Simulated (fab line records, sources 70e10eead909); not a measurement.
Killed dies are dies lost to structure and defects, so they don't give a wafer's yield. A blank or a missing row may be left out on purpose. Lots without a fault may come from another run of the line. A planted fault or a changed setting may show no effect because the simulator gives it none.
fab line records | flow nand_harc
record lots=11 wafers=33 last_day=24
route steps=1159 shown P_M1@311 P_M2@331 END@1159
lots that met no fault: from a run of the same line without faults
start_h: hours from the record's first day to the start of the lot's first wafer shown | wait_h: hours since the lot's step before | " the same as in the row above | L1.1+2: a row that stands for several wafers | - no value, or no start given | * or withheld: withheld | < > ~ a bound
route shown NAME@n: a module of which the file shows steps, and the number in the route of the first | usual: mean/standard deviation of fault-free wafers | same: alike in all rows | chamber/n: place in a boat | sites: the reading at each site | _std_site: their standard deviation | _edge_site: outer sites' mean less inner sites' | radius_mm: how far each site lies from the wafer's centre | mask NAME#n: copy n | behind: the tool/chamber that last shaped the wafer | hold: why the lot was held/for how many hours/how that ended | device: the transistor (n, p or np) that didn't switch | end of line: the same wafers' tests at the end of the route | a step without rows: its recipe alone | killed: dies lost to structure and defects at the first sort, not the wafer's yield | map: a wafer's dies, x killed, . not, _ none there
set.NAME: the setting as run; set.NAME@STEP: as run at that earlier step | model.NAME: the simulator's own value behind a step, which no gauge read
steps of the route over a sample of lots; a table a step, a row a wafer
services: from which hour (start_h, from the record's first day; less than 0 if before it) a tool's chamber was out of use, for how many hours, and why
## steps
# step NHARC_P_M1_CMP_23
# recipe t_overpolish_s=20 target_thk_nm=157.82
# usual motor_current_A=12.3/1.1 time_to_endpoint_s=29.2/2.9
# columns lot.wafer tool chamber start_h wait_h motor_current_A time_to_endpoint_s
L439.1 cmp-02 1 129.33 - 12.2 33.6
L439.4 " 2 " " 10.8 30.8
L439.2 " 0 " " 13.4 29.5
L438.1 cmp-03 0 132.03 - 11.5 24.8
L438.6 " 1 " " 12.0 32.5
L438.5 " 2 " " 11.0 31.8
L441.3 cmp-04 3 147.84 - 14.5 28.4
L441.4 " 0 " " 11.7 31.5
L441.2 " 1 " " 12.4 29.1
L443.4 cmp-02 0 148.51 - 13.8 27.8
L443.1 " 1 " " 11.3 31.7
L443.5 " 1 " " 12.2 32.6
L445.3 cmp-02 3 172.84 - 12.1 31.9
L445.4 " 2 " " 10.8 28.0
L445.6 " 3 " " 11.5 28.5
L447.2 cmp-04 3 173.48 - 14.4 27.6
L447.1 " 1 " " 12.7 29.9
L447.5 " 2 " " 13.2 29.5
L446.3 cmp-02 0 174.27 - 13.5 27.4
L446.2 " 1 " " 11.8 29.2
L446.6 " 2 " " 10.9 29.7
L453.4 cmp-03 1 213.76 - 12.0 29.0
L453.2 " 2 " " 11.5 27.9
L453.5 " 2 " " 11.8 29.9
L454.3 cmp-03 2 214.77 - 12.3 33.0
L454.2 " 1 " " 12.2 33.1
L454.6 " 2 " " 11.6 29.7
L460.4 cmp-03 3 262.49 - 11.2 31.7
L460.1 " 0 " " 11.9 28.7
L460.6 " 0 " " 11.1 29.6
L461.4 cmp-04 0 262.81 - 11.8 31.3
L461.1 " 2 " " 13.2 30.0
L461.6 " 0 " " 11.9 31.7
# step NHARC_P_M2_DESCUM_14
# recipe time_s=3 o2_flow_sccm=200 ar_flow_sccm=0 bias_power_w=0 chemistry=O2
# usual drypump_motor_current_A=5.7/0.35 oes_product_au=0.999/0.011 rf_vpp_V=57.9/0.77 showerhead_plenum_p_Torr=1.95/0.061 throttle_valve_pct=11.312/0.0084
# columns lot.wafer tool chamber start_h wait_h drypump_motor_current_A oes_product_au rf_hours_counter_h rf_vpp_V showerhead_plenum_p_Torr throttle_valve_pct
L439.4 rie_diel-10 2 131.38 0.1 5.5 0.980 4 57.7 1.97 11.315
L439.1 " 3 " " 5.6 1.016 4 57.1 1.97 11.307
L439.2 " 1 " " 5.8 1.015 4 57.1 1.95 11.317
L438.1 rie_diel-10 2 134.18 0.1 5.5 0.990 5 58.4 1.97 11.308
L438.6 " 0 " " 5.7 0.990 - 57.7 1.90 11.313
L438.5 " 1 " " 5.8 1.004 - 57.9 1.95 11.327
L441.4 rie_diel-10 0 149.99 0.1 5.7 0.992 5 57.2 1.90 11.300
L441.3 " 2 " " 5.5 0.995 5 58.7 1.97 11.307
L441.2 " 3 " " 5.6 1.007 5 58.2 1.97 11.324
L443.4 rie_diel-07 0 150.73 0.1 5.7 0.990 18 57.2 1.82 11.312
L443.1 " 1 " " 5.4 0.988 19 58.7 2.04 11.314
L443.5 " 2 " " 5.5 0.999 - 59.1 1.86 11.316
L445.4 rie_diel-10 2 174.89 0.1 5.5 0.996 6 57.4 1.97 11.315
L445.3 " 0 " " 5.7 1.003 6 57.3 1.90 11.331
L445.6 " 2 " " 5.4 0.981 - 59.3 1.97 11.310
L447.2 rie_diel-01 0 175.61 0.1 6.0 0.992 9 59.6 2.07 11.309
L447.1 " 3 " " 5.0 0.985 12 58.4 1.97 11.303
L447.5 " 0 " " 6.0 0.994 - 57.0 2.07 11.317
L446.3 rie_diel-07 2 176.29 0.1 5.5 1.007 24 57.7 1.86 11.316
L446.2 " 1 " " 5.4 0.979 25 57.2 2.04 11.299
L446.6 " 2 " " 5.5 0.999 - 56.8 1.86 11.305
L453.2 rie_diel-10 2 215.82 0.1 5.5 1.008 1 57.3 1.97 11.315
L453.4 " 0 " " 5.7 0.995 1 58.6 1.90 11.313
L453.5 " 1 " " 5.7 1.018 - 59.0 1.95 11.308
L454.2 rie_diel-01 0 216.81 0.1 6.0 0.983 22 59.2 2.07 11.306
L454.3 " 2 " " 5.5 0.987 24 59.2 1.90 11.318
L454.6 " 0 " " 6.0 0.994 - 58.0 2.07 11.297
L460.1 rie_diel-10 0 264.91 0.1 5.7 0.985 3 60.0 1.90 11.309
L460.4 " 1 " " 5.8 1.006 3 57.5 1.95 11.307
L460.6 " 0 " " 5.7 0.990 - 57.2 1.89 11.306
L461.4 rie_diel-10 3 265.60 0.1 5.6 1.012 3 57.4 1.97 11.311
L461.1 " 0 " " 5.7 0.984 3 59.0 1.90 11.316
L461.6 " 2 " " 5.5 0.999 - 57.9 1.97 11.297
# step NHARC_P_M2_ETCH_28
# recipe target_depth_a=300 over_etch_frac=0.3 time_s=72.99 ion_energy_ev=150 cf4_flow_sccm=50 n2_flow_sccm=100 ar_flow_sccm=150 rf_w=300 bias_w=100 chemistry=CF4/N2
# usual bias_w=100.0/0.31 cf4_flow_sccm=49.97/0.13 drypump_motor_current_A=5.7/0.39 oes_product_au=0.998/0.011 rf_vpp_V=314.9/1.6 showerhead_plenum_p_Torr=2.66/0.085 throttle_valve_pct=19.794/0.0083
# columns lot.wafer tool chamber start_h wait_h bias_w cf4_flow_sccm drypump_motor_current_A oes_product_au rf_hours_counter_h rf_vpp_V showerhead_plenum_p_Torr throttle_valve_pct
L439.4 rie_diel-07 1 132.05 - 99.6 50.03 5.4 0.993 15 315.7 2.79 19.793
L439.1 " 2 " " 99.8 50.24 5.5 1.006 14 312.8 2.56 19.793
L439.2 " 0 " " 100.0 50.01 5.7 0.991 14 311.9 2.50 19.788
L438.1 rie_diel-10 2 134.80 - 99.8 49.81 5.5 0.994 5 315.5 2.71 19.798
L438.6 " 0 " " 99.5 49.98 5.7 0.985 - 314.4 2.60 19.780
L438.5 " 1 " " 100.0 49.90 5.8 0.999 - 315.0 2.68 19.804
L441.3 rie_diel-07 1 150.62 - 100.1 49.94 5.4 0.987 19 316.6 2.79 19.798
L441.4 " 2 " " 100.1 49.95 5.5 0.995 17 312.9 2.56 19.806
L441.2 " 3 " " 100.4 50.24 6.8 0.996 16 315.8 2.76 19.787
L443.4 rie_diel-10 1 151.35 - 100.1 50.00 5.8 1.007 5 314.7 2.68 19.786
L443.1 " 2 " " 100.5 50.01 5.5 0.986 6 315.9 2.71 19.779
L443.5 " 2 " " 100.2 50.24 5.5 0.979 - 314.4 2.71 19.801
L445.4 rie_diel-10 0 175.52 - 100.2 49.93 5.7 0.995 6 314.8 2.60 19.786
L445.3 " 1 " " 100.3 50.02 5.8 0.999 6 315.7 2.68 19.806
L445.6 " 3 " " 99.9 49.56 5.6 0.987 - 316.3 2.70 19.801
L447.2 rie_diel-10 1 176.31 - 100.0 49.84 5.8 1.000 6 314.7 2.68 19.783
L447.1 " 2 " " 100.3 49.85 5.5 1.000 6 315.5 2.70 19.785
L447.5 " 1 " " 99.7 49.57 5.8 1.001 - 316.4 2.68 19.796
L446.3 rie_diel-07 0 177.00 - 100.1 50.25 5.7 0.982 25 312.0 2.50 19.792
L446.2 " 1 " " 100.2 50.01 5.4 0.990 25 316.9 2.79 19.815
L446.6 " 3 " " 99.9 50.08 6.8 0.996 - 316.0 2.76 19.799
L453.2 rie_diel-01 0 216.49 - - - - - - - - -
L453.4 " 2 " " - - - - - - - -
L453.5 " 1 " " - - - - - - - -
L454.3 rie_diel-10 0 217.48 - - - - - - - - -
L454.2 " 1 " " - - - - - - - -
L454.6 " 1 " " - - - - - - - -
L460.4 rie_diel-01 1 265.52 - 99.6 50.01 5.7 1.008 40 314.2 2.64 19.793
L460.1 " 0 " " 100.2 49.93 6.0 0.987 39 318.0 2.82 19.783
L460.6 " 2 " " 99.4 50.16 5.5 0.997 - 313.2 2.60 19.794
L461.4 rie_diel-10 3 266.20 - 100.0 49.93 5.6 1.005 3 315.4 2.70 19.798
L461.1 " 0 " " 99.9 49.96 5.7 0.989 3 313.9 2.60 19.787
L461.6 " 0 " " 100.1 49.91 5.7 0.993 - 313.5 2.60 19.804
# step NHARC_P_M2_PVD_20
# recipe target_thk_a=50 bias_v=168.6 power_w=15000 chamber_pressure_pa=0.12 time_s=8.06 substrate_temp_c=50 material=TaN
# usual bias_v=168.6/1.5 throttle_valve_pct=30.0/0.85
# columns lot.wafer tool chamber start_h wait_h bias_v throttle_valve_pct
L439.2 pvd_sputter-02 - - - 167.5 29.6
L439.4 " - " " 170.5 29.3
L439.1 " - " " 169.8 30.4
L438.1 pvd_sputter-01 - - - 168.7 29.7
L438.5 " - " " 168.8 30.9
L438.6 " - " " 170.7 29.4
L441.4 pvd_sputter-03 - - - 166.4 29.1
L441.3 " - " " 169.5 30.1
L441.2 " - " " 169.7 28.6
L443.4 pvd_sputter-02 - - - 170.2 31.2
L443.1 " - " " 167.2 29.1
L443.5 " - " " 169.5 30.9
L445.3 pvd_sputter-02 - - - 168.1 29.1
L445.4 " - " " 165.5 30.4
L445.6 " - " " 166.1 30.2
L447.1 pvd_sputter-03 - - - 169.3 28.8
L447.2 " - " " 168.7 29.1
L447.5 " - " " 168.0 28.6
L446.2 pvd_sputter-02 - - - 168.8 29.0
L446.3 " - " " 167.9 30.1
L446.6 " - " " 168.3 29.3
L453.4 pvd_sputter-03 - - - 168.8 29.1
L453.2 " - " " 169.6 30.1
L453.5 " - " " 168.1 28.9
L454.3 pvd_sputter-01 - - - 170.9 29.5
L454.2 " - " " 168.8 29.6
L454.6 " - " " 167.4 30.7
L460.4 pvd_sputter-03 - - - 170.2 31.2
L460.1 " - " " 169.1 28.6
L460.6 " - " " 168.6 28.8
L461.1 pvd_sputter-02 - - - 168.4 29.0
L461.4 " - " " 168.6 30.1
L461.6 " - " " 167.7 30.1
# step NHARC_END_SORT_01
# recipe temp_c=25
# usual defect_limited_yield=95.4/1.7 killed_at_array=28/11 killed_at_other=0.6/0.85 killed_at_periphery=2.8/2.3 killed_dies=31/11 killed_open=3.1/1.6 killed_short=2.0/1.4 sort_bin_2_pct=1.4/0.73 sort_bin_3_pct=0.27/0.23 sort_bin_4_pct=2.9/1.1 sort_n_pass=646/11 sort_rim_yield_pct=95/3.2 sort_yield_pct=95.4/1.7
# same gross_dies=677 sort_bin_5_pct[%]=0 sort_bin_6_pct[%]=0 sort_bin_7_pct[%]=0 sort_bin_8_pct[%]=0 sort_rim_n_gross=106.00
# columns lot.wafer tool chamber start_h wait_h defect_limited_yield[%] killed_at_array killed_at_other killed_at_periphery killed_dies killed_open killed_short sort_bin_2_pct[%] sort_bin_3_pct[%] sort_bin_4_pct[%] sort_n_pass sort_rim_yield_pct[%] sort_yield_pct[%]
L439.1 prober-01 0 443.60 2.5 95.7 26 1 2 29 4 2 0.9 0 3.4 648 95 95.7
L439.2 prober-01 0 444.42 2.8 96.2 22 0 4 26 3 2 1.0 0.15 2.7 651 98 96.2
L439.4 prober-01 0 446.04 3.4 96.3 24 0 1 25 4 0 1.0 0 2.7 652 92 96.3
L445.3 prober-01 0 475.81 3.1 95.6 27 1 2 30 6 1 0.7 0.15 3.5 647 97 95.6
L445.4 prober-01 0 476.61 3.4 97.2 16 1 2 19 1 7 1.2 0.30 1.3 658 96 97.2
L445.6 prober-01 0 478.22 4.0 96.8 21 1 0 22 4 3 1.0 0 2.2 655 96 96.8
L453.2 prober-02 0 544.57 2.8 0 25 1 651 677 6 3 96.9 0.30 2.8 0 0 0
L453.4 prober-02 0 546.16 3.4 0 23 0 654 677 5 3 97.6 0.30 2.1 0 0 0
L453.5 prober-02 0 546.95 3.7 0 30 0 647 677 4 1 95.9 0.89 3.2 0 0 0
L454.2 prober-01 0 544.60 2.8 0 28 2 647 677 2 2 96.0 0.15 3.8 0 0 0
L454.3 prober-01 0 545.41 3.1 0 38 0 639 677 4 2 96.3 0.30 3.4 0 0 0
L454.6 prober-01 0 547.82 4.0 0 20 1 656 677 3 3 97.5 0 2.5 0 0 0
# killed by level:class
L439.1 A_SLIT:chamber_film_flake=10 A_CHANNEL_HOLE_D1:chamber_film_flake=4 A_WL_FILL:chamber_film_flake=4 A_CONTACT:geometric_particle:open=2 A_CONTACT:chamber_film_flake=2 P_M0:geometric_particle:open=1 P_M2:geometric_particle:short=1 A_CHANNEL_FILL_D1:geometric_particle:open=1
L439.2 A_SLIT:chamber_film_flake=9 P_M1:chamber_film_flake=3 A_WL_FILL:chamber_film_flake=3 A_M1:geometric_particle:open=2 A_STAIRCASE:chamber_film_flake=2 A_SOURCE_PLATE:geometric_particle:short=1 A_CONTACT:geometric_particle:short=1 A_M0:geometric_particle:open=1
L439.4 A_SLIT:chamber_film_flake=9 A_CHANNEL_HOLE_D1:chamber_film_flake=4 A_STAIRCASE:chamber_film_flake=3 A_ONON_D1:geometric_particle:open=2 A_M1:chamber_film_flake=2 A_SOURCE_PLATE:geometric_particle:open=1 A_CONTACT:geometric_particle:open=1 P_M1:chamber_film_flake=1
L445.3 A_STAIRCASE:chamber_film_flake=9 A_CHANNEL_HOLE_D1:chamber_film_flake=5 A_CONTACT:chamber_film_flake=5 A_SLIT:chamber_film_flake=3 P_GATE:geometric_particle:open=1 P_M0:geometric_particle:short=1 A_ONON_D1:geometric_particle:open=1 A_WL_FILL:geometric_particle:open=1
L445.4 A_STAIRCASE:chamber_film_flake=6 A_CHANNEL_FILL_D1:geometric_particle:short=2 A_CONTACT:chamber_film_flake=2 P_STI:geometric_particle:short=1 P_M0:geometric_particle:short=1 A_ONON_D1:geometric_particle:short=1 A_SGD_CUT:geometric_particle:short=1 A_SGD_CUT:geometric_particle:open=1
L445.6 A_STAIRCASE:chamber_film_flake=6 A_CHANNEL_HOLE_D1:chamber_film_flake=4 A_CONTACT:chamber_film_flake=4 A_ONON_D1:geometric_particle:short=2 A_CHANNEL_HOLE_D1:geometric_particle:open=1 A_CHANNEL_FILL_D1:geometric_particle:open=1 A_CHANNEL_FILL_D1:geometric_particle:short=1 A_SGD_CUT:geometric_particle:open=1
L453.2 P_M2:area_etch=650 A_CHANNEL_HOLE_D1:chamber_film_flake=14 A_M0:geometric_particle:open=4 A_CONTACT:chamber_film_flake=2 P_GATE:geometric_particle:open=1 A_CHANNEL_HOLE_D1:geometric_particle:short=1 A_SGD_CUT:geometric_particle:short=1 A_M1:geometric_particle:open=1
L454.2 P_M2:area_etch=641 A_SLIT:chamber_film_flake=16 A_CONTACT:chamber_film_flake=7 P_ZERO_WELL:chamber_film_flake=5 A_CHANNEL_HOLE_D1:chamber_film_flake=2 THIN_TSV:chamber_film_flake=2 P_M0:geometric_particle:open=1 A_ONON_D1:geometric_particle:short=1
L454.3 P_M2:area_etch=635 A_CONTACT:chamber_film_flake=14 A_SLIT:chamber_film_flake=11 A_CHANNEL_HOLE_D1:chamber_film_flake=4 P_ZERO_WELL:chamber_film_flake=3 A_STAIRCASE:chamber_film_flake=3 A_BLC:geometric_particle:open=2 P_M2:geometric_particle:open=1
L453.4 P_M2:area_etch=652 A_CHANNEL_HOLE_D1:chamber_film_flake=14 A_M0:geometric_particle:open=2 A_CHANNEL_FILL_D1:chamber_film_flake=2 P_STI:geometric_particle:open=1 P_M1:geometric_particle:short=1 A_CHANNEL_HOLE_D1:geometric_particle:open=1 A_CHANNEL_FILL_D1:geometric_particle:open=1
L453.5 P_M2:area_etch=644 A_CHANNEL_HOLE_D1:chamber_film_flake=21 A_CONTACT:chamber_film_flake=3 P_CONTACT:chamber_film_flake=2 P_CONTACT:geometric_particle:open=1 A_CHANNEL_FILL_D1:geometric_particle:open=1 A_CHANNEL_FILL_D1:geometric_particle:short=1 A_CONTACT:geometric_particle:open=1
L454.6 P_M2:area_etch=649 A_SLIT:chamber_film_flake=11 P_ZERO_WELL:chamber_film_flake=3 A_WL_FILL:geometric_particle:short=2 A_CHANNEL_HOLE_D1:chamber_film_flake=2 A_CONTACT:chamber_film_flake=2 P_CONTACT:geometric_particle:open=1 P_M2:geometric_particle:open=1
## services
# columns tool chamber start_h hours kind
rie_diel-07 3 123.18 6.4 repair
rie_diel-01 2 129.59 5.5 repair
cmp-03 - 137.93 2.5 repair
rie_diel-01 - 138.37 9.0 pm
rie_diel-10 0 138.44 5.6 repair
cmp-03 - 141.31 1.4 repair
cmp-02 - 143.17 4.0 pm
pvd_sputter-03 - 144.15 2.6 repair
cmp-03 - 156.00 4.0 pm
rie_diel-01 0 161.94 4.9 repair
cmp-02 - 170.12 1.8 repair
rie_diel-10 - 176.50 9.0 pm
cmp-02 - 199.29 1.6 repair
pvd_sputter-02 - 203.59 1.1 repair
rie_diel-01 - 205.01 0.6 repair
cmp-03 - 206.64 2.0 repair
rie_diel-01 3 213.66 4.4 repair
pvd_sputter-02 - 214.01 10.0 pm
rie_diel-07 - 228.20 9.0 pm
cmp-03 - 231.27 12.4 repair
rie_diel-01 3 240.27 4.8 repair
rie_diel-01 2 241.03 3.9 repair
rie_diel-07 1 249.81 3.1 repair
pvd_sputter-02 - 265.20 1.2 repair
## key
first_sign step=NHARC_P_M2_ETCH_28 reading=tool_record direction=missing
effect step=NHARC_END_SORT_01 reading=killed_at_periphery direction=up sigmas=99+ usual=2.8 struck=649
more_kills_born_at NHARC_P_M2_ETCH_28@rie_diel-01=1946 NHARC_P_M2_ETCH_28@rie_diel-10=1925
met_at NHARC_P_M2_ETCH_28
struck_lots L453,L454
later_rows_left_out L453.2,L453.4,L453.5,L454.2,L454.3,L454.6
not_acting_at NHARC_P_M1_CMP_23,NHARC_P_M2_DESCUM_14,NHARC_P_M2_PVD_20
onset_between 176.31 216.49
fault kind=skipped_step_whole tool=rie_diel-01,rie_diel-10 chamber=- onset_h=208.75 steps=NHARC_P_M2_ETCH_28 scope=struck_lots_only
# later_rows_left_out: the simulator's readings of these wafers behind a module that went badly wrong aren't trusted and aren't shown, but for the sort
